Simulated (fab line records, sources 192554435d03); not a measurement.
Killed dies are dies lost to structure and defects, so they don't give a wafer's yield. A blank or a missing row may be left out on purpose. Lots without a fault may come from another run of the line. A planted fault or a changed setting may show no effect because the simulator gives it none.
Which tool did it? | flow n5_finfet | 9 lots, 26 wafers sampled, at 7 steps of a route of 1938

WHAT THE GAUGES READ, wafer by wafer
N5_FIN_SAQP_CD_MEAS_31: target cd 8 nm.
lot  | measured    | on        | cd_nm (nm)
L537 | day 3 02:39 | cd_sem-03 | 7.90 7.90 7.97
L538 | day 3 07:46 | cd_sem-02 | 8.19 8.59 8.52
L540 | day 3 20:56 | cd_sem-03 | - - -
L541 | day 4 02:17 | cd_sem-03 | - - -
L543 | day 4 13:43 | cd_sem-02 | 8.34 7.99
L546 | day 5 10:00 | cd_sem-02 | 8.12 8.30 7.77
L553 | day 7 03:23 | cd_sem-02 | 7.80 8.43 7.79
L555 | day 7 15:16 | cd_sem-02 | 8.30 8.03 8.24
L556 | day 7 19:34 | cd_sem-03 | 7.84 7.92 7.95

N5_BEOL_M4_RC_MEAS_101.
lot  | measured     | on        | DIBL_N (mV/V)  | DIBL_P (mV/V)  | IOFF_N (nA/um) | IOFF_P (nA/um) | ION_N (uA/um) | ION_P (uA/um) | SS_N (mV/dec)  | SS_P (mV/dec)  | VT_N (mV)   | VT_P (mV)
L537 | day 8 14:33  | prober-02 | 36.5 37.0 39.3 | 34.2 36.7 37.7 | 0.13 0.15 0.18 | 0.21 0.26 0.26 | 670 658 680   | 468 464 470   | 71.2 71.2 72.3 | 73.3 73.5 73.6 | 254 250 247 | -247 -248 -245
L538 | day 9 03:02  | prober-01 | 34.2 36.0 36.8 | 34.4 37.9 38.0 | 0.15 0.18 0.20 | 0.18 0.24 0.23 | 682 670 687   | 471 457 464   | 72.3 72.0 72.0 | 73.2 73.3 74.3 | 253 247 247 | -254 -249 -251
L543 | day 10 09:12 | prober-01 | 33.9 38.4      | 33.9 39.7      | 0.13 0.24      | 0.18 0.28      | 653 680       | 454 467       | 71.4 72.7      | 73.0 75.1      | 253 249     | -251 -246
L546 | day 11 07:12 | prober-02 | 39.4 39.2 34.6 | 39.6 39.9 34.0 | 0.22 0.21 0.14 | 0.23 0.25 0.17 | 676 680 663   | 457 460 448   | 72.2 72.6 71.4 | 74.0 74.8 72.7 | 248 247 252 | -252 -249 -254
L553 | day 13 02:38 | prober-01 | 34.4 42.0 38.8 | 32.8 42.2 37.2 | 0.13 0.33 0.20 | 0.20 0.38 0.25 | 667 704 686   | 465 485 470   | 71.4 73.0 72.1 | 72.4 74.2 74.1 | 251 238 248 | -249 -242 -247
L555 | day 13 17:25 | prober-01 | 39.4 34.4 39.7 | 39.4 34.4 40.4 | 0.22 0.12 0.23 | 0.25 0.18 0.28 | 683 672 697   | 457 465 474   | 72.8 71.4 72.3 | 74.8 73.1 74.5 | 244 251 241 | -249 -254 -249
L556 | day 13 19:04 | prober-02 | 37.1 35.2 38.5 | 36.8 35.5 38.6 | 0.19 0.13 0.20 | 0.20 0.18 0.23 | 668 659 673   | 454 452 457   | 72.8 71.5 72.3 | 73.0 73.1 74.2 | 248 251 248 | -253 -253 -249

WHICH TOOL RAN EACH LOT (tool, then ch and the chambers of the sampled wafers, then the start)
lot  | N5_PMOS_HMC_CHANNEL_EPI_HM_OPEN_15 | N5_PMOS_HMC_CHANNEL_EPI_FIN_RECESS_16 | N5_FIN_SAQP_ALD_61               | N5_FIN_SAQP_PECVD_48           | N5_FIN_SAQP_ETCH_57
L537 | rie_diel-02 ch 1,2, day 2 17:32    | rie_si-01 ch 0,1, day 2 17:56         | ald_sin-04 ch 1,2, day 2 20:27   | pecvd-03 ch 0,1,2, day 2 21:12 | rie_diel-06 ch 0,2, day 3 01:05
L538 | rie_diel-02 ch 0,1,3, day 2 23:43  | rie_si-01 ch 1,2,3, day 3 00:05       | ald_sin-04 ch 1,2,3, day 3 02:34 | pecvd-02 ch 0,1,2, day 3 03:08 | rie_diel-05 ch 0,1,3, day 3 06:13
L540 | rie_diel-02 ch 0,3, day 3 12:35    | rie_si-06 ch 1,2,3, day 3 12:59       | ald_sin-04 ch 0,1,2, day 3 15:49 | pecvd-03 ch 0,2, day 3 16:23   | rie_diel-05 ch 1,2,3, day 3 19:25
L541 | rie_diel-02 ch 1,2,3, day 3 17:10  | rie_si-02 ch 0,3, day 3 17:35         | ald_sin-01 ch 1,2, day 3 20:04   | pecvd-03 ch 0,2, day 3 20:44   | rie_diel-04 ch 1,3, day 3 23:51
L543 | rie_diel-01 ch 0,1, day 4 05:29    | rie_si-01 ch 0,1, day 4 05:53         | ald_sin-01 ch 1,2, day 4 08:24   | pecvd-03 ch 0,1, day 4 08:59   | rie_diel-05 ch 0,2, day 4 11:56
L546 | rie_diel-02 ch 0,2,3, day 4 23:20  | rie_si-01 ch 0,1,2, day 4 23:43       | ald_sin-04 ch 0,1,2, day 5 04:21 | pecvd-03 ch 0,1,2, day 5 04:56 | rie_diel-06 ch 0,1,3, day 5 08:29
L553 | rie_diel-01 ch 2,3, day 6 18:57    | rie_si-06 ch 2,3, day 6 19:20         | ald_sin-04 ch 1,2,3, day 6 21:47 | pecvd-03 ch 0,2, day 6 22:22   | rie_diel-04 ch 1,2, day 7 01:45
L555 | rie_diel-02 ch 1,3, day 7 05:59    | rie_si-06 ch 0,1, day 7 06:22         | ald_sin-03 ch 2,3, day 7 09:36   | pecvd-01 ch 0,2, day 7 10:26   | rie_diel-04 ch 0,1,2, day 7 13:31
L556 | rie_diel-03 ch 0,3, day 7 11:33    | rie_si-02 ch 1,2,3, day 7 11:56       | ald_sin-04 ch 1,2, day 7 14:37   | pecvd-03 ch 0,2, day 7 15:18   | rie_diel-06 ch 0,1,2, day 7 18:02
- N5_PMOS_HMC_CHANNEL_EPI_HM_OPEN_15: chemistry CHF3/O2, target SiO2, target depth 40.6 nm, time 20.3 s.
- N5_PMOS_HMC_CHANNEL_EPI_FIN_RECESS_16: chemistry HBr/Cl2, target Si, target depth 54 nm, time 18 s.
- N5_FIN_SAQP_ALD_61: deposits SiO2, target thk 4 nm, pulse time 1 s, purge time 2 s.
- N5_FIN_SAQP_PECVD_48: deposits SiNx from SiH4/NH3/N2, target thk 25 nm, time 22.1 s.
- N5_FIN_SAQP_ETCH_57: etches SiNx in CH3F/O2, target depth 32.5 nm, time 46.4 s.

WHAT THE TOOLS THEMSELVES READ (means of the sampled wafers that have a number; where no wafer has one, the mark that the record gives instead)
N5_PMOS_HMC_CHANNEL_EPI_HM_OPEN_15.
lot  | tool        | drypump_motor_current_A (A) | oes_product_au (a.u.) | rf_vpp_V (V) | showerhead_plenum_p_Torr (Torr) | throttle_valve_pct (%)
L537 | rie_diel-02 | 5.6                         | 0.70                  | 532          | 2.38                            | 19.01
L538 | rie_diel-02 | 5.8                         | 0.76                  | 521          | 2.42                            | 18.93
L540 | rie_diel-02 | 5.9                         | 0.78                  | 510          | 2.43                            | 19.05
L541 | rie_diel-02 | 5.4                         | 0.75                  | 531          | 2.40                            | 18.82
L543 | rie_diel-01 | 5.5                         | 0.74                  | 524          | 2.42                            | 18.99
L546 | rie_diel-02 | 5.6                         | 0.77                  | 519          | 2.42                            | 18.94
L553 | rie_diel-01 | 6.0                         | 0.76                  | 542          | 2.34                            | 18.82
L555 | rie_diel-02 | 5.5                         | 0.86                  | 530          | 2.41                            | 18.57
L556 | rie_diel-03 | 5.7                         | 0.73                  | 530          | 2.41                            | 18.86

N5_PMOS_HMC_CHANNEL_EPI_FIN_RECESS_16.
lot  | tool      | drypump_motor_current_A (A) | mfc_cl2_sccm (sccm) | oes_product_au (a.u.) | throttle_valve_pct (%)
L537 | rie_si-01 | 5.7                         | 79.86               | 1.018                 | 35.8
L538 | rie_si-01 | 5.7                         | 80.05               | 1.020                 | 35.5
L540 | rie_si-06 | 5.9                         | 79.91               | 1.004                 | 35.8
L541 | rie_si-02 | 5.8                         | 80.26               | 0.992                 | 35.4
L543 | rie_si-01 | 5.8                         | 80.00               | 1.028                 | 35.8
L546 | rie_si-01 | 5.8                         | 80.15               | 1.015                 | 35.5
L553 | rie_si-06 | 5.5                         | 79.90               | 0.994                 | 35.6
L555 | rie_si-06 | 6.7                         | 79.92               | 1.017                 | 36.3
L556 | rie_si-02 | 6.1                         | 80.05               | 1.008                 | 35.4

N5_FIN_SAQP_ALD_61.
lot  | tool       | heater_power_w (W) | precursor_pulse_height_rel
L537 | ald_sin-04 | 512                | 1.004
L538 | ald_sin-04 | 463                | 0.988
L540 | ald_sin-04 | 494                | 1.002
L541 | ald_sin-01 | 547                | 0.987
L543 | ald_sin-01 | 553                | 0.979
L546 | ald_sin-04 | 495                | 0.985
L553 | ald_sin-04 | 460                | 1.002
L555 | ald_sin-03 | 444                | 1.004
L556 | ald_sin-04 | 496                | 1.007

N5_FIN_SAQP_PECVD_48.
lot  | tool     | chamber_pressure_Torr (Torr) | heater_power_outer_w (W) | heater_power_w (W) | showerhead_plenum_p_Torr (Torr) | throttle_valve_pct (%)
L537 | pecvd-03 | 1.504                        | 493                      | 793                | 5.09                            | 38.7
L538 | pecvd-02 | 1.498                        | 442                      | 775                | 5.17                            | 40.6
L540 | pecvd-03 | -                            | -                        | -                  | -                               | -
L541 | pecvd-03 | -                            | -                        | -                  | -                               | -
L543 | pecvd-03 | 1.498                        | 471                      | 746                | 5.08                            | 39.1
L546 | pecvd-03 | 1.499                        | 497                      | 808                | 5.08                            | 38.9
L553 | pecvd-03 | 1.497                        | 525                      | 839                | 5.07                            | 39.2
L555 | pecvd-01 | 1.500                        | 469                      | 762                | 5.19                            | 39.3
L556 | pecvd-03 | 1.502                        | 516                      | 851                | 5.11                            | 39.1

N5_FIN_SAQP_ETCH_57.
lot  | tool        | drypump_motor_current_A (A) | etch_rf_on_time_s (s) | oes_product_au (a.u.) | rf_vpp_V (V) | showerhead_plenum_p_Torr (Torr) | throttle_valve_pct (%)
L537 | rie_diel-06 | 5.8                         | 46.3                  | 0.69                  | 312          | 2.05                            | 16.02
L538 | rie_diel-05 | 5.6                         | 46.0                  | 0.63                  | 296          | 2.01                            | 16.35
L540 | rie_diel-05 | 5.7                         | 6.0                   | 0.29                  | 286          | 2.02                            | 16.36
L541 | rie_diel-04 | 5.3                         | 6.0                   | 0.27                  | 293          | 2.02                            | 16.57
L543 | rie_diel-05 | 6.2                         | 45.9                  | 0.70                  | 292          | 2.10                            | 16.20
L546 | rie_diel-06 | 5.9                         | 46.2                  | 0.65                  | 313          | 2.01                            | 16.36
L553 | rie_diel-04 | 4.9                         | 47.4                  | 0.59                  | 300          | 2.05                            | 16.69
L555 | rie_diel-04 | 5.3                         | 46.0                  | 0.67                  | 294          | 2.03                            | 16.49
L556 | rie_diel-06 | 6.0                         | 47.5                  | 0.63                  | 308          | 2.03                            | 16.18

THE ANSWER, worked out from the rows above alone
Rule: what is usual is taken from the lots themselves. Put in order of their means at a reading, lots are off if they are a third of the lots or fewer, leave a main group of 4 or more, and stand apart from it by a gap of 3 or more times the standard deviation of the main group's means; of several such gaps the widest counts. A main group whose means are all the same, to the digits that the tables above print for the reading, isn't used. A lot without any number at a reading at which 4 lots or more have one is off too. The other lots that the step has rows for count as sound. The gauges are gone through in route order, then the tools' own readings, and for those a lot's mean is taken as printed above. The first step at which some lot is off is used, and at that step the reading that is off furthest; a lot without a number counts as furthest.
Off: L540, L541, at N5_FIN_SAQP_CD_MEAS_31 (cd_nm). Without a number there: L540, L541. The main group: mean 8.10 nm, standard deviation 0.17.
A tool fits if, at a process step before that reading, it ran every lot that is off, and no sound lot after the first of them. The gauges at N5_FIN_SAQP_CD_MEAS_31 aren't tried: what is off there is off at N5_FIN_SAQP_PECVD_48 too, on other tools, and a gauge's error can't cause that. None of those tried fits.

WHAT THE SIMULATOR HAD PUT IN
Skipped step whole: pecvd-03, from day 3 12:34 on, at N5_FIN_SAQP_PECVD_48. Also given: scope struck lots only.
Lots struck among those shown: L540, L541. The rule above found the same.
